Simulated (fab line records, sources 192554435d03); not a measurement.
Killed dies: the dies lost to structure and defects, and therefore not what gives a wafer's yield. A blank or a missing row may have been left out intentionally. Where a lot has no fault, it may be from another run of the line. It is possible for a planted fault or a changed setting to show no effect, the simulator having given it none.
Which tool did it? -- flow n5-finfet -- Sampling: 12 lots, 36 wafers, 5 of 1938 route steps

== WHAT THE GAUGES SHOWED, per wafer ==
N5_MOL_CONTACT_COAG_THK_MEAS_53.
lot,measured,on,VIA_MOL_THK (nm)
L075,day 5 13:34,film-metro-02,44.2 45.4 44.7
L078,day 6 09:49,film-metro-01,44.1 43.7 44.0
L080,day 6 17:38,film-metro-01,43.5 43.6 44.1
L082,day 7 07:57,film-metro-02,43.8 44.4 44.8
L084,day 7 19:31,film-metro-01,43.8 43.6 44.3
L086,day 8 04:22,film-metro-01,43.3 44.3 43.8
L088,day 8 14:49,film-metro-01,44.6 45.1 45.2
L090,day 9 05:45,film-metro-01,43.2 44.4 44.0
L092,day 9 18:48,film-metro-02,44.3 44.7 43.8
L076,day 10 06:08,film-metro-02,43.8 43.9 45.3
L095,day 10 18:45,film-metro-02,44.1 43.9 44.7
L096,day 11 04:02,film-metro-02,43.3 44.2 44.2

== WHAT TOOL EACH LOT RAN ON (gives the tool, then ch and the chambers of the sampled wafers, and finally the start) ==
lot,N5_MOL_CONTACT_COAG_ALD_20,N5_MOL_CONTACT_COAG_SIL_ANNEAL_21,N5_MOL_CONTACT_COAG_ETCH_66,N5_MOL_CONTACT_COAG_CVD_140
L075,"ald-metal-03 ch 0,2,3, day 5 03:24","rtp-anneal-01 ch 0, day 5 03:52","rie-diel-03 ch 0,3, day 5 11:58","cvd-w-01 ch 0,1, day 5 12:57"
L078,"ald-metal-03 ch 0,2,3, day 5 17:47","rtp-anneal-01 ch 0, day 5 18:10","rie-diel-03 ch 1,2,3, day 6 08:18","cvd-w-01 ch 0,1, day 6 09:12"
L080,"ald-metal-03 ch 0,1,3, day 6 06:50","rtp-anneal-02 ch 0, day 6 07:15","rie-diel-01 ch 0,1,2, day 6 16:08","cvd-w-01 ch 0,1, day 6 17:01"
L082,"ald-metal-03 ch 1,2,3, day 6 20:59","rtp-anneal-02 ch 0, day 6 21:26","rie-diel-03 ch 1,2,3, day 7 06:24","cvd-w-02 ch 0,1, day 7 07:25"
L084,"ald-metal-03 ch 1,2, day 7 07:06","rtp-anneal-01 ch 0, day 7 07:28","rie-diel-01 ch 0,1,2, day 7 17:07","cvd-w-02 ch 1, day 7 18:38"
L086,"ald-metal-03 ch 0,1,2, day 7 16:17","rtp-anneal-01 ch 0, day 7 16:40","rie-diel-01 ch 1,2,3, day 8 02:31","cvd-w-01 ch 1, day 8 03:31"
L088,"ald-metal-03 ch 0,2, day 8 03:16","rtp-anneal-01 ch 0, day 8 03:41","rie-diel-06 ch 0,1, day 8 12:43","cvd-w-01 ch 1, day 8 13:57"
L090,"ald-metal-02 ch 1,2, day 8 19:02","rtp-anneal-02 ch 0, day 8 19:35","rie-diel-03 ch 1,3, day 9 04:14","cvd-w-01 ch 0,1, day 9 05:08"
L092,"ald-metal-03 ch 1,3, day 9 04:06","rtp-anneal-01 ch 0, day 9 04:31","rie-diel-06 ch 0,1,2, day 9 15:04","cvd-w-01 ch 0,1, day 9 18:10"
L076,"ald-metal-04 ch 1,2,3, day 9 17:14","rtp-anneal-01 ch 0, day 9 17:41","rie-diel-03 ch 1,2,3, day 10 04:37","cvd-w-02 ch 0,1, day 10 05:31"
L095,"ald-metal-03 ch 0,1, day 10 07:06","rtp-anneal-01 ch 0, day 10 07:30","rie-diel-03 ch 1,2,3, day 10 16:40","cvd-w-02 ch 0,1, day 10 18:08"
L096,"ald-metal-02 ch 0,1,3, day 10 14:29","rtp-anneal-01 ch 0, day 10 14:52","rie-diel-03 ch 0,1,2, day 11 02:29","cvd-w-02 ch 0,1, day 11 03:25"
- N5_MOL_CONTACT_COAG_ALD_20: deposits TiN, target thk 1.5 nm, pulse time 1 s, purge time 3 s.
- N5_MOL_CONTACT_COAG_SIL_ANNEAL_21: time 60 s.
- N5_MOL_CONTACT_COAG_ETCH_66: etches SiARC in CF4, target depth 13 nm, time 21.7 s.
- N5_MOL_CONTACT_COAG_CVD_140: deposits W, target thk 66.5 nm, time 215 s.

== THE ANSWER, worked out from the rows above alone ==
Rule: what is usual is taken from the lots themselves. The widest of any qualifying gaps counts: lots, ordered by their means at a reading, are off when they make up no more than a third of the lots, leave a main group of 4 or more, and stand apart from it by 3 or more times the standard deviation of that group's means. A main group is skipped when, at the precision printed for the reading in the tables above, its means are all equal. Also off: a lot with no number at a reading for which 4 or more lots have one. The other lots that the step has rows for count as sound.
Across all readings shown, no lot is off: no conclusion can be drawn from this.

== WHAT THE SIMULATOR HAD INSERTED ==
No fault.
